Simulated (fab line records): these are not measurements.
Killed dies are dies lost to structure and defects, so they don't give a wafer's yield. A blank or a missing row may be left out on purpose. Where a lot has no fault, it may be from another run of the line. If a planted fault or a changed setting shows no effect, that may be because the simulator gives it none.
A struck lot beside a sound one ; flow nandHarc ; 15 steps out of a route of 1302
Sound: the wafers L837.3, L837.5, L837.6. Struck: wafer L854.1 (left out: L854.4, L854.5 of the same lot, which were not struck); the cause appears at the end.
Each step with rows lists, per side, the tool, then ch with its chambers, then its first start. Under that, the readings that differ: sound wafers ; struck wafers ; difference of the means ; sigmas: that difference in standard deviations of wafers without a fault.
alike: same words and numbers on both sides, and readings whose means sit less than 2 such deviations apart. not compared: any withheld reading, any reading some wafer has no value for, any bound like >300 that may hide the same value, and any number with overlapping values for which the record gives no deviation.
The two part at a step that has a row with sigmas, a row that says differs or no value, or rows on one side only. When numbers do not overlap yet have no deviation, they are printed without sigmas and do not part them. A reading missing from all wafers of one side parts the sides only when that side holds two or more wafers.

first, 2 steps without rows for these wafers: NHARC_A_CHANNEL_HOLE_D1_ETCH_19 (etches the open film in C4F8/O2/Ar, time 34.5 s); NHARC_A_CHANNEL_HOLE_D1_ETCH_20 (etches the open film in C4F8/O2/Ar, time 361.9 s, target depth 1600 nm).
NHARC_A_CHANNEL_HOLE_D1_ETCH_21: etches the open film in C4F8/O2/Ar, time 514.3 s, target depth 1600 nm.
  sound on harEtch-02 ch 0,1, day 9 23:05; struck on harEtch-01 ch 0, day 17 08:23
reading;sound;struck;difference;sigmas
rfHoursCounterH (h);- - -;210;no value on the sound wafers;
  alike: drypumpMotorCurrentA, o2FlowSccm, showerheadPlenumPTorr, throttleValvePct
NHARC_A_CHANNEL_HOLE_D1_ETCH_22: etches the open film in C4F8/O2/Ar, time 666.7 s, target depth 1600 nm.
  sound on harEtch-02 ch 0,1, day 9 23:34; struck on harEtch-01 ch 0, day 17 08:49
reading;sound;struck;difference;sigmas
rfHoursCounterH (h);- - -;211;no value on the sound wafers;
  alike: drypumpMotorCurrentA, o2FlowSccm, showerheadPlenumPTorr, throttleValvePct
then, 1 step without rows for these wafers: NHARC_A_CHANNEL_HOLE_D1_ETCH_23 (etches the open film in C4F8/O2/Ar, time 819 s, target depth 1600 nm).
NHARC_A_CHANNEL_HOLE_D1_ETCH_24: etches the open film in C4F8/O2/Ar, time 906.2 s, target depth 1500 nm.
  sound on harEtch-02 ch 0,1, day 10 00:53; struck on harEtch-01 ch 0, day 17 10:04
reading;sound;struck;difference;sigmas
rfHoursCounterH (h);- - -;212;no value on the sound wafers;
  alike: drypumpMotorCurrentA, o2FlowSccm, showerheadPlenumPTorr, throttleValvePct
NHARC_A_CHANNEL_HOLE_D1_ETCH_25: etches the open film in C4F8/O2/Ar, time 1040.2 s, target depth 1500 nm.
  sound on harEtch-02 ch 0,1, day 10 01:42; struck on harEtch-01 ch 0, day 17 10:50
reading;sound;struck;difference;sigmas
rfHoursCounterH (h);- - -;213;no value on the sound wafers;
  alike: drypumpMotorCurrentA, o2FlowSccm, showerheadPlenumPTorr, throttleValvePct
then, 1 step without rows for these wafers: NHARC_A_CHANNEL_HOLE_D1_ETCH_26 (etches the open film in C4F8/O2/Ar, time 224.1 s, target depth 300 nm).
NHARC_A_CHANNEL_HOLE_D1_ETCH_33: etches the open film in C4F8/O2/Ar, time 90 s, target depth 400 nm.
  sound on harEtch-02 ch 0,1, day 10 02:32; struck on harEtch-01 ch 0, day 17 11:56
reading;sound;struck;difference;sigmas
rfHoursCounterH (h);- - -;214;no value on the sound wafers;
  alike: drypumpMotorCurrentA, o2FlowSccm, showerheadPlenumPTorr, throttleValvePct
then, 3 steps without rows for these wafers: NHARC_A_CHANNEL_HOLE_D1_STRIP_41 (strips in N2/H2); NHARC_A_CHANNEL_HOLE_D1_STRIP_42 (strips in CF4/CHF3); NHARC_A_CHANNEL_HOLE_D1_STRIP_43 (strips in O2/COS).
NHARC_A_CHANNEL_HOLE_D1_ETCH_44: etches the open film in CF4/O2, target depth 140 nm, overetch 14 nm, time 77 s.
  sound on rieDiel-11 ch 1,2, day 10 03:19; struck on rieDiel-11 ch 3, day 17 12:41
reading;sound;struck;difference;sigmas
oesProductAu (a.u.);1.016 1.014 0.993;0.925;-0.083;-6
  alike: drypumpMotorCurrentA, o2FlowSccm, rfVppV, showerheadPlenumPTorr, throttleValvePct
  not compared: rfHoursCounterH
then, 1 step without rows for these wafers: NHARC_A_CHANNEL_HOLE_D1_STRIP_27 (strips in O2).
-- break in the record here, with 16 days between the starts of the struck wafers on either side (left off in module A_CHANNEL_HOLE_D1, picked up again in module END, where the first step shown is number 1302 on the route) --
NHARC_END_SORT_01:
  sound on prober-01 ch 0, day 25 09:16; struck on prober-02 ch 0, day 33 04:53
reading;sound;struck;difference;sigmas
killedAtArray;61 47 67;657;+599;+35
killedDies;68 54 74;661;+596;+35
  alike: killedAtOther, killedAtPeriphery, killedOpen, killedShort

WHERE THEY PART
At NHARC_A_CHANNEL_HOLE_D1_ETCH_21 first; at NHARC_END_SORT_01 last (within this record only).

WHY: the cause the simulator had injected
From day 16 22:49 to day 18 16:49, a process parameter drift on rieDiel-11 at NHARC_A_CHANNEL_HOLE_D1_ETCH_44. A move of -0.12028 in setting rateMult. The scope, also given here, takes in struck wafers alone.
